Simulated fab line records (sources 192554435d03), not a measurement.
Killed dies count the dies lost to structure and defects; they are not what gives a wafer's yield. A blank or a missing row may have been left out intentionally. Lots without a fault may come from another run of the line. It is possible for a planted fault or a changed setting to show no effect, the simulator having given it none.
Chamber matching | flow n5-finfet | 3 sister chambers for N5_BEOL_M4_CVD_47 on cvd-co-02
The step deposits Co from CCTBA/H2, target thk 3 nm, time 223.8 s. 6 wafers are shown with their chamber, then 8 later ones without.

== WAFERS, EACH WITH ITS CHAMBER ==
wafer  | chamber | run-length-s (s) | chamber-pressure-Torr (Torr)
L335.2 | 1       | 246.5            | 29.98
L336.4 | 0       | 246.8            | 29.99
L344.1 | 1       | 246.8            | 29.97
L344.2 | 0       | 247.0            | 29.95
L344.3 | 2       | 247.0            | 29.98
L345.1 | 2       | 246.9            | 29.93

== WAFERS WITH NO CHAMBER GIVEN ==
wafer  | run-length-s (s) | chamber-pressure-Torr (Torr)
L345.4 | 246.8            | 30.06
L345.5 | 246.6            | 29.95
L346.3 | 247.2            | 29.85
L346.5 | 246.8            | 30.00
L346.6 | 246.9            | 30.02
L347.1 | 246.4            | 29.98
L347.5 | 247.3            | 30.09
L347.6 | 247.0            | 29.97

== WHICH CHAMBER EACH WENT THROUGH ==
wafer  | from the rows above          | in truth
L345.4 | can't be placed: 1 or 0 or 2 | 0
L345.5 | can't be placed: 1 or 0 or 2 | 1
L346.3 | can't be placed: 2 or 0 or 1 | 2
L346.5 | can't be placed: 0 or 1 or 2 | 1
L346.6 | can't be placed: 0 or 1 or 2 | 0
L347.1 | can't be placed: 1 or 0      | 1
L347.5 | can't be placed: 0 or 2 or 1 | 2
L347.6 | can't be placed: 0 or 2 or 1 | 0
Correct placement for 0 of the 8. These rows do not allow placing 8 (true chamber among the candidates in 8). 0 placed wrongly.
How it was worked out, from the rows above alone: a wafer's distance from a chamber is the root of the sum, over the readings, of the square of ((its reading less the chamber's mean) divided by the reading's scatter). The wafer belongs to the nearest chamber; if the next one is less than 2 further off, it can't be placed. The mean given for a chamber averages the wafers shown for that chamber. The scatter: take each reading less its chamber's mean, square it, sum over the shown wafers, divide by the number of wafers less the number of chambers, and take the root.
